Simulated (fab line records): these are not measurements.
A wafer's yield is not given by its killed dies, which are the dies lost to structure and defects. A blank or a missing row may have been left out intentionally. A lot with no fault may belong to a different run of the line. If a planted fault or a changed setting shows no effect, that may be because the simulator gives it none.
The same fault as seen by 3 desks :: flow n5-finfet :: numbers are kept per desk, each desk with only its own; the story behind them comes last

== FOR THE TOOL OWNER'S DESK: rie-metal-01 ==
The tool's own readings at N5_PASSIVATION_ETCH_59 (etches TaN in Cl2/BCl3, target depth 65 nm, time 34.9 s): means of the sampled wafers that have a number, for each lot that ran on this tool. The brackets show how far a lot's mean lies from the usual mean; more than 4 standard deviations puts the lot out of limits, marked OUT.
Columns: A = chamber-pressure-mTorr at N5_PASSIVATION_ETCH_59, usual 9.999 mTorr; B = drypump-motor-current-A at N5_PASSIVATION_ETCH_59, usual 5.6 A; C = oes-product-au at N5_PASSIVATION_ETCH_59, usual 0.81 a.u.; D = throttle-valve-pct at N5_PASSIVATION_ETCH_59, usual 21.20 %
lot: L978
first seen here: day 13 21:58
A: 10.005
B: 5.6
C: 0.94
D: 21.12

lot: L988
first seen here: day 16 12:14
A: 10.004
B: 5.6
C: 1.00
D: 20.94

lot: L989
first seen here: day 16 18:14
A: 9.998
B: 5.8
C: 1.02
D: 21.00
This desk found nothing out of limits on any of the 3 lots.

== METROLOGY DESK ==
What the gauges read, lot by lot, whatever tool the lot ran on: means of the sampled wafers that have a number. The brackets show how far a lot's mean lies from the usual mean; more than 4 standard deviations puts the lot out of limits, marked OUT.
Columns: A = cd-nm at N5_PASSIVATION_CD_MEAS_30, usual 3999.8 nm; B = PAD_OVL at N5_PASSIVATION_OVL_MEAS_63, usual 1 nm
lot: L971
first seen here: day 12 01:07
A: 3999.3
B: 3

lot: L978
first seen here: day 13 21:22
A: 3998.7
B: 5

lot: L981
first seen here: day 14 14:01
A: 3999.4
B: -1

lot: L980
first seen here: day 14 17:16
A: 3998.1
B: 0

lot: L988
first seen here: day 16 11:13
A: 4001.2
B: -0

lot: L989
first seen here: day 16 17:39
A: 3999.8
B: 7
This desk found nothing out of limits on any of the 6 lots.

== THE DEFECT DESK ==
For each lot, the counts of the inspections along the route, averaged over the sampled wafers that have a number. The brackets show how far a lot's mean lies from the usual mean; more than 4 standard deviations puts the lot out of limits, marked OUT.
Columns: A = raw-defect-count at N5_PASSIVATION_INSPECT_64, usual 1.8
lot: L971
first seen here: day 12 01:10
A: 1.3

lot: L978
first seen here: day 13 21:25
A: 1.0

lot: L981
first seen here: day 14 14:04
A: 1.0

lot: L980
first seen here: day 14 17:20
A: 2.3

lot: L988
first seen here: day 16 11:16
A: 2.3

lot: L989
first seen here: day 16 17:42
A: 2.0
This desk found nothing out of limits on any of the 6 lots.

== PUT TOGETHER ==
The desk of the tool owner found nothing out of limits.
At the metrology desk, nothing out of limits was observed.
No out-of-limits result turned up at the defect desk.

== WHAT THE SIMULATOR PUT IN ==
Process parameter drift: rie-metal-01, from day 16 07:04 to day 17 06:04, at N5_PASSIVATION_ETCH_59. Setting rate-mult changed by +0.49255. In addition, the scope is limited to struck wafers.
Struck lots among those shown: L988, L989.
